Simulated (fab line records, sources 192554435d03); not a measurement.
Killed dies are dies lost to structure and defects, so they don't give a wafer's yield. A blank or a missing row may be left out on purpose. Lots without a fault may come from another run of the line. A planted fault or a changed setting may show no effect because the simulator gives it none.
A struck lot beside a sound one | flow n5_finfet | 31 steps out of a route of 1938
Sound: wafers L534.1, L534.2, L534.6. Struck: wafers L543.3, L543.4. The cause comes at the end.
At each step with rows: each side's tool, then ch and its chambers, then its first start. Under that, the readings that differ: sound wafers | struck wafers | difference of the means | sigmas: that difference in standard deviations of wafers without a fault.
alike: readings whose means differ by less than 2 such deviations, and words and numbers that are the same on both sides. not compared: withheld readings, readings that some wafer has no value for, bounds like >300 that may hide the same value, and numbers for which the record gives no deviation and whose values overlap.
The two part at a step that has a row with sigmas, a row that says differs or no value, or rows on one side only. Numbers that don't overlap but have no deviation are shown without sigmas and don't part them. A reading that every wafer of one side lacks parts them only if that side has two wafers or more.

first, 4 steps without rows for these wafers: N5_FIN_SAQP_PRECLEAN_42 (cleans in O3/DIW, time 60 s); N5_FIN_SAQP_PRECLEAN_00 (cleans in SC1, time 60 s); N5_FIN_SAQP_PRECLEAN_44 (cleans in SC2, time 45 s); N5_FIN_SAQP_SRD_01 (time 30 s).
N5_FIN_SAQP_ALD_61: deposits SiO2, target thk 4 nm, pulse time 1 s, purge time 2 s.
  sound on ald_sin-04 ch 1,2,3, day 3 20:44; struck on ald_sin-02 ch 0,2, day 6 09:19
  alike: heater_power_w, precursor_pulse_height_rel
then, 2 steps without rows for these wafers: N5_FIN_SAQP_DENSIFY_62 (time 60 s); N5_FIN_SAQP_HM_DEP_03 (deposits SiNx from SiH4/NH3/N2, target thk 38 nm, time 33.6 s).
N5_FIN_SAQP_THK_MEAS_05:
  sound on film_metro-02, day 3 21:16; struck on film_metro-02, day 6 10:21
  alike: thk_nm
N5_FIN_SAQP_PECVD_47: deposits a-Si from SiH4/He, target thk 45 nm, time 36.3 s.
  sound on pecvd-02 ch 0,2, day 3 21:18; struck on pecvd-01 ch 0,2, day 6 10:23
  reading                         | sound          | struck    | difference | sigmas
  showerhead_plenum_p_Torr (Torr) | 5.67 5.55 5.56 | 5.71 5.67 | +0.10      | +2
  alike: heater_power_w, throttle_valve_pct
then, 1 step without rows for these wafers: N5_FIN_SAQP_PECVD_48 (deposits SiNx from SiH4/NH3/N2, target thk 25 nm, time 22.1 s).
N5_FIN_SAQP_PECVD_06: deposits a-Si from SiH4/He, target thk 60 nm, time 48.1 s.
  sound on pecvd-02 ch 0,2, day 3 21:23; struck on pecvd-01 ch 0,2, day 6 10:28
  reading                         | sound          | struck    | difference | sigmas
  heater_power_w (W)              | 787 826 832    | 588 721   | -160       | -2
  showerhead_plenum_p_Torr (Torr) | 5.68 5.55 5.58 | 5.72 5.70 | +0.11      | +3
  alike: throttle_valve_pct
N5_FIN_SAQP_THK_MEAS_07:
  sound on film_metro-02, day 3 21:28; struck on film_metro-02, day 6 10:34
  alike: thk_nm
N5_FIN_SAQP_HM_DEP_72: deposits SiO2 from SiH4/N2O, target thk 12 nm, time 7.2 s.
  sound on pecvd-01 ch 0,1,2, day 3 21:31; struck on pecvd-01 ch 1,2, day 6 10:35
  reading                                      | sound            | struck      | difference | sigmas
  model.SiO2_of_FIN_SAQP_HM_DEP_72.thk_nm (nm) | 12.07 12.29 12.1 | 12.84 13.09 | +0.81      |
  alike: heater_power_w, showerhead_plenum_p_Torr
then, 8 steps without rows for these wafers: N5_FIN_SAQP_COAT_49 (time 60 s, resist thk 100 nm); N5_FIN_SAQP_COAT_50 (time 60 s, resist thk 35 nm); N5_FIN_SAQP_COAT_10 (resist thk 90 nm); N5_FIN_SAQP_EBR_12; N5_FIN_SAQP_SOFTBAKE_11 (time 60 s); N5_FIN_SAQP_EXPOSE_13 (exposes mask FIN CORE, target cd 35.6 nm); N5_FIN_SAQP_PEB_14 (peb time 60 s); N5_FIN_SAQP_DEVELOP_15 (develop time 30 s).
N5_FIN_SAQP_CD_MEAS_16: target cd 35.6 nm.
  sound on cd_sem-03 ch 0, day 3 21:58; struck on cd_sem-01 ch 0, day 6 10:55
  alike: cd_nm
N5_FIN_SAQP_OVL_MEAS_17:
  sound on overlay-01 ch 0, day 3 22:00; struck on overlay-02 ch 0, day 6 10:58
  alike: FIN_CORE_OVL
N5_FIN_SAQP_INSPECT_18: inspects for defects (brightfield).
  sound on defect_inspect-02, day 3 22:01; struck on defect_inspect-02, day 6 10:59
  alike: raw_defect_count
then, 1 step without rows for these wafers: N5_FIN_SAQP_DESCUM_21 (chemistry O2, time 7.9 s).
N5_FIN_SAQP_ETCH_51: etches SiARC in CF4, target depth 45.5 nm, time 75.8 s.
  sound on rie_diel-03 ch 0,2,3, day 3 23:28; struck on rie_diel-04 ch 0,3, day 6 11:03
  alike: cf4_flow_sccm, drypump_motor_current_A, etch_rf_on_time_s, oes_product_au, rf_vpp_V, showerhead_plenum_p_Torr, throttle_valve_pct
  not compared: rf_hours_counter_h
N5_FIN_SAQP_ETCH_52: etches SOC in N2/H2, target depth 100 nm, overetch 20 nm, time 150 s.
  sound on rie_diel-03 ch 0,2,3, day 3 23:31; struck on rie_diel-04 ch 0,3, day 6 11:07
  alike: drypump_motor_current_A, h2_flow_sccm, oes_product_au, rf_vpp_V, showerhead_plenum_p_Torr, throttle_valve_pct
  not compared: rf_hours_counter_h
then, 1 step without rows for these wafers: N5_FIN_SAQP_STRIP_53 (strips in N2/H2).
N5_FIN_SAQP_HM_OPEN_73: chemistry CHF3/O2, target SiO2, stops on a-Si, target depth 12 nm, time 16.8 s.
  sound on rie_diel-03 ch 0,2,3, day 3 23:38; struck on rie_diel-04 ch 0,3, day 6 11:13
  reading                  | sound            | struck      | difference | sigmas
  model.etch.depth_nm (nm) | 12.07 12.29 12.1 | 12.84 13.09 | +0.81      |
  alike: CHF3_flow_sccm, drypump_motor_current_A, oes_product_au, rf_vpp_V, showerhead_plenum_p_Torr, throttle_valve_pct
  not compared: rf_hours_counter_h
then, 1 step without rows for these wafers: N5_FIN_SAQP_STRIP_74 (strips in CHF3/O2).
-- the record jumps here: 6 days lie between the struck wafers' starts before and after (it left off in module FIN_SAQP and takes up again in module BEOL_M4, whose first step shown is number 1111 of the route) --
N5_BEOL_M4_RC_MEAS_101:
  sound on prober-01 ch 0, day 10 17:42; struck on prober-02 ch 0, day 12 19:09
  reading       | sound          | struck    | difference | sigmas
  SS_N (mV/dec) | 70.9 71.3 71.2 | 72.3 72.0 | +1.0       | +2
  alike: DIBL_N, DIBL_P, IOFF_N, IOFF_P, ION_N, ION_P, SS_P, VT_N, VT_P

WHERE THEY PART
First at N5_FIN_SAQP_PECVD_47; last, within this record, at N5_BEOL_M4_RC_MEAS_101.

WHY: what the simulator had put in
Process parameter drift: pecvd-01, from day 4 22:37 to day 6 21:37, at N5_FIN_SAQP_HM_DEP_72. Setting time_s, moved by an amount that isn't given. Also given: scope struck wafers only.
